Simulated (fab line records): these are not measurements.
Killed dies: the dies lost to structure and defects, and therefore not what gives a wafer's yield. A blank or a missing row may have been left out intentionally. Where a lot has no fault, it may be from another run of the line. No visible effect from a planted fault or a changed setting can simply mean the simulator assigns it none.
Code-filled problem report in 8D (eight disciplines) form | flow n5Finfet | the parts of the form that need people (team, actions taken, sign-off) are left out

== 1. PROBLEM STATEMENT ==
Mean of killedAtFrontEnd at N5_PASSIVATION_PROBE_49: 136 across 4 wafers in 2 lots; on wafers with no fault it is 41 (standard deviation 11). That puts it +8.6 standard deviations away from the usual mean.
Earliest sighting: wafer L462.1 on prober-01 at day 15 06:40. The record has a number at this step for 18 wafers belonging to 6 lots. By rule, "out" or "out of limits" means more than 4 standard deviations away from the usual mean. The rest of the wafers with a number are treated as sound.

== 2. WHAT IT IS AND WHAT IT IS NOT ==
question                    | is                                                                               | is not
which readings at this step | killedAtFrontEnd, defectLimitedYield, killedDies, sort_bin_5_function, sortNPass | killed_at_M0_to_M3, killed_at_M4_up, killedAtContacts, killedAtOther, killedOpen, killedShort
which lots                  | L462, L464                                                                       | L452, L456, L459, L461
which wafers of those lots  | L462.1, L462.3, L464.3, L464.6                                                   | L462.4, L464.2
read on which tools         | prober-01                                                                        | prober-02
when                        | from day 15 06:40                                                                | up to then (12 sound wafers); but 2 sound wafers of L462, L464 came after

== 3. WHAT RULES OUT EACH SUSPECT ==
Counting: a tool at a process step up to the reading stays a suspect if it ran every lot that is out. Sound lots after the first of them don't rule it out here, since some wafers of a struck lot are sound.
- rieMetal-03 at N5_HKMG_FIN_ETCHBACK_68 (etches the open film in Cl2/Ar, stops on HfO2, target depth 0.5 nm): kept. Every lot that is out went through it, the first being L462 (day 6 22:33); the last sound lot it ran before that was L461 (day 6 16:07).
- prober-01 at N5_PASSIVATION_PROBE_49: kept. Every lot that is out went through it, the first being L462 (day 15 06:40); the last sound lot it ran before that was L456 (day 13 02:15). Its own defectLimitedYield, killedAtFrontEnd, killedDies, sort_bin_5_function, sortNPass readings are out on those wafers.
- Within rieMetal-03 at N5_HKMG_FIN_ETCHBACK_68, the wafers that are out were processed in chamber 0 and their sound lot-mates in chamber 1.
Left after counting: rieMetal-03 at N5_HKMG_FIN_ETCHBACK_68, prober-01 at N5_PASSIVATION_PROBE_49.

== 4. THE CAUSE (what the simulator had put in) ==
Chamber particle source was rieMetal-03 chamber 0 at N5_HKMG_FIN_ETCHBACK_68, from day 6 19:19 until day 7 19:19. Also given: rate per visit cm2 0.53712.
Counting leaves 2 suspects; this tool is one of them.

== 5. THE EFFECT CHAIN, in route order ==
Each row: a reading whose mean over the struck wafers that have a number lies more than 3 standard deviations from the usual. Only readings for which the record gives a usual standard deviation are gone through. hours: the time from each lot's start at the first step in this table that gives one to its start at this step, as a median over the lots. sigmas: the change in usual standard deviations.
hours | step                    | reading             | usual  | on struck wafers | change | sigmas
0     | N5_PASSIVATION_PROBE_49 | defectLimitedYield  | 91.2 % | 83.2             | -8.0   | -5.3
0     | N5_PASSIVATION_PROBE_49 | killedAtFrontEnd    | 41     | 136              | +95    | +8.6
0     | N5_PASSIVATION_PROBE_49 | killedDies          | 104    | 198              | +94    | +5.2
0     | N5_PASSIVATION_PROBE_49 | sort_bin_5_function | 5.1 %  | 11.2             | +6.1   | +5.5
0     | N5_PASSIVATION_PROBE_49 | sortNPass           | 1076   | 982              | -94    | -5.2
Its process steps:
- N5_PASSIVATION_PROBE_49

== 6. HOW IT WOULD HAVE BEEN CAUGHT EARLIER ==
In this record the first reading out of limits was taken at day 15 06:40, 203 hours after the fault began at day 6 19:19.
Tool readings at N5_HKMG_FIN_ETCHBACK_68 with a usual standard deviation given in the record: none out on any struck wafer, hence no alarm at a limit of 4 standard deviations on them.
The start of N5_HKMG_FIN_ETCHBACK_68 on rieMetal-03 came by day 15 06:40 for every one of the lots that are out (2). A hold on the tool at that time would have spared none of them.
